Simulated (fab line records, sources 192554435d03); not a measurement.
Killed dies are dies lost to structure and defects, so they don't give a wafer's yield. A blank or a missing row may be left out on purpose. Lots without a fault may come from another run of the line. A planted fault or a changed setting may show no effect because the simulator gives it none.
Split-lot experiment | flow n5_finfet | 7 lots, 21 wafers read, on a route of 1938 steps

THE SPLIT
At N5_BEOL_M1_ETCH_64 (etches SOC in N2/H2, target depth 75 nm, overetch 15 nm, time 112.5 s), the setting source_w was moved away from the recipe's 840 W on 9 of the 21 wafers read, by -17.8% to +15.8%. The other wafers ran this setting at the recipe's value.

The reading is taken at the split's own step.

THE READING
rf_vpp_V, in V, at N5_BEOL_M1_ETCH_64 (etches SOC in N2/H2, target depth 75 nm, overetch 15 nm, time 112.5 s). Fault-free wafers of this fab line usually give 523.5 V, standard deviation 2.3 V.

wafer  | tool, chamber at the split | source_w as run, W | against the recipe | rf_vpp_V, V | against lot-mates on the recipe
L076.2 | rie_diel-01, 2             | 972.5              | +15.8%             | 501.2       | -18.3
L076.3 | rie_diel-01, 1             | 840                | recipe             | 519.5       | -
L076.4 | rie_diel-01, 2             | 972.5              | +15.8%             | 498.9       | -20.6
L078.2 | rie_diel-01, 2             | 840                | recipe             | 525.0       | -
L078.3 | rie_diel-01, 1             | 840                | recipe             | 519.1       | -
L078.5 | rie_diel-01, 2             | 840                | recipe             | 524.7       | -
L080.1 | rie_diel-01, 0             | 908.5              | +8.2%              | 509.2       | -12.0
L080.2 | rie_diel-01, 3             | 908.5              | +8.2%              | 511.5       | -9.7
L080.3 | rie_diel-01, 1             | 840                | recipe             | 521.2       | -
L083.1 | rie_diel-01, 2             | 772.2              | -8.1%              | 539.7       | +14.3
L083.3 | rie_diel-01, 3             | 840                | recipe             | 525.4       | -
L083.6 | rie_diel-01, 0             | 772.2              | -8.1%              | 536.5       | +11.1
L084.2 | rie_diel-06, 3             | 890                | +6.0%              | 510.7       | -12.0
L084.3 | rie_diel-06, 0             | 890                | +6.0%              | 517.6       | -5.1
L084.4 | rie_diel-06, 1             | 840                | recipe             | 522.7       | -
L086.2 | rie_diel-06, 2             | 840                | recipe             | 523.6       | -
L086.4 | rie_diel-06, 0             | 690.3              | -17.8%             | 559.7       | +36.2
L086.6 | rie_diel-06, 2             | 840                | recipe             | 523.5       | -
L097.3 | rie_diel-06, 1             | 840                | recipe             | 522.4       | -
L097.5 | rie_diel-06, 3             | 840                | recipe             | 519.2       | -
L097.6 | rie_diel-06, 2             | 840                | recipe             | 525.0       | -

THE FIT
A straight line over all 21 wafers: rf_vpp_V changes by -1.7 V for each +1% of source_w; r = -0.98; the points scatter about the line by 2.9 V.
The same after taking each lot's own level away (the mean of its wafers on the recipe; 21 wafers): -1.54 V for each +1%; r = -0.97; scatter 3 V.
On that fit, the largest move of source_w shifts the reading by 27 V.
The lots' own levels span 519.50 to 525.40 V, that is 2.6 times the standard deviation above.
So the lot-to-lot level changes the slope: the two fits differ.
Check: with one of the wafers moved furthest among these (-17.8%) left out of the fit, the line predicts +24.1 V for it against its lot-mates. It came out at +36.2 V against them.
Tool readings at the split's step, against how far the setting was moved: rf_vpp_V r = -0.98.

OTHER SPLITS ON THESE WAFERS
These wafers also went through other splits before the reading. Each is held against what the fit with the lots' levels taken away leaves over:
other split on the same wafers  | wafers away from the commonest value | r with rf_vpp_V (lot level and that fit taken away)
N5_BEOL_M0_SAQP_PECVD_97 time_s | 7                                    | +0.08
N5_BEOL_M1_EXPOSE_08 dose_mj    | 5                                    | -0.30

THE WHOLE CHAIN: every reading that the file lists as answering this split, in the file's order
step               | what it does                                                          | reading                                                                          | change (the file's fit)                | r (the file's)
N5_BEOL_M1_ETCH_64 | etches SOC in N2/H2, target depth 75 nm, overetch 15 nm, time 112.5 s | rf_vpp_V                                                                         | -1.63 V for each +1% of the setting    | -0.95
N5_BEOL_M1_ETCH_64 | etches SOC in N2/H2, target depth 75 nm, overetch 15 nm, time 112.5 s | SiARC_of_BEOL_M1_COAT_62.thk_nm (the simulator's own value, which no gauge read) | -0.0337 nm for each +1% of the setting | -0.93

THE FILE'S OWN FIT
rf_vpp_V changes by -1.63 V for each +1% of source_w, r = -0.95.
